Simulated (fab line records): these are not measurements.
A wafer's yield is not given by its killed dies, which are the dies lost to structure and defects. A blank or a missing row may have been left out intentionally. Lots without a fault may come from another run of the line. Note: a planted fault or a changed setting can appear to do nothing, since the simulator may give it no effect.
2 desks looking at one fault	flow nandHarc	each desk holds nothing but its own numbers, with what lay behind them at the end

## FROM THE METROLOGY DESK
What the gauges read for every lot (on any tool): the sampled wafers with a number, averaged. The brackets show how far a lot's mean lies from the usual mean; more than 4 standard deviations puts the lot out of limits, marked OUT.
Columns: A = cdNm at NHARC_A_CONTACT_CD_MEAS_42, usual 300.2 nm
lot	first seen here	A
L947	day 21 22:52	299.8
L950	day 22 13:41	300.2
L951	day 23 01:02	300.4
L952	day 23 22:44	299.7
L957	day 26 01:16	300.8
L959	day 27 05:23	300.0
L960	day 27 07:20	299.9
L963	day 27 19:17	300.6
L961	day 27 23:26	299.8
L967	day 30 02:19	300.4
L969	day 31 01:33	300.0
L968	day 31 13:39	300.3
This desk's verdict: no lot among the 12 shows anything out of limits.

## THE TOOL OWNER'S DESK: rieDiel-07
The tool's own readings at NHARC_A_CONTACT_ETCH_51 (etches the open film in O2/COS, target depth 7000 nm, time 1820 s): means of the sampled wafers that have a number, for each lot that ran on this tool. The brackets show how far a lot's mean lies from the usual mean; more than 4 standard deviations puts the lot out of limits, marked OUT.
Columns: A = biasW at NHARC_A_CONTACT_ETCH_51, usual 300.0 W; B = drypumpMotorCurrentA at NHARC_A_CONTACT_ETCH_51, usual 5.9 A; C = oesProductAu at NHARC_A_CONTACT_ETCH_51, usual 1.002 a.u.; D = rfFwdPowerW at NHARC_A_CONTACT_ETCH_51, usual 499.9 W; E = rfVppV at NHARC_A_CONTACT_ETCH_51, usual 315.2 V; F = showerheadPlenumPTorr at NHARC_A_CONTACT_ETCH_51, usual 3.20 Torr; G = throttleValvePct at NHARC_A_CONTACT_ETCH_51, usual 28.330 %
lot	first seen here	A	B	C	D	E	F	G
L950	day 22 14:40	300.1	6.2	1.008	499.2	316.6	3.27	28.334
L952	day 23 23:37	300.3	6.2	1.004	498.8	316.5	3.28	28.331
L957	day 26 02:04	300.4	6.1	0.944 (-7.1) OUT	500.5	315.9	3.22	28.329
L959	day 27 06:18	300.3	6.1	0.947 (-6.7) OUT	499.7	317.0	3.31	28.334
L960	day 27 08:10	299.2	6.3	0.893 (-13) OUT	500.4	316.0	3.20	28.320
L968	day 31 14:37	300.8	6.1	0.994	500.1	315.6	3.25	28.327
This desk's finding: out of limits on L957, L959, L960; first on L957, day 26 02:04 (oesProductAu at NHARC_A_CONTACT_ETCH_51). L950, L952, L968: within limits.

## TAKEN TOGETHER
An alarm could have come from the tool owner's desk at day 26 02:04, on L957, L959, L960.
Nothing out of limits was seen by the metrology desk.
The metrology desk holds a record of L957, L959, L960, inside its limits.
NHARC_A_CONTACT_ETCH_51 was run on rieDiel-07 by each of the lots named.

## WHAT WAS PUT IN BY THE SIMULATOR
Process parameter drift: rieDiel-07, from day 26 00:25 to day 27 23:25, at NHARC_A_CONTACT_ETCH_51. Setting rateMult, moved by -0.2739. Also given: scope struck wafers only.
Lots struck among those shown: L957, L959, L960.
Time in hours from fault onset to the first out-of-limits reading at each desk: the tool owner's desk, 2.
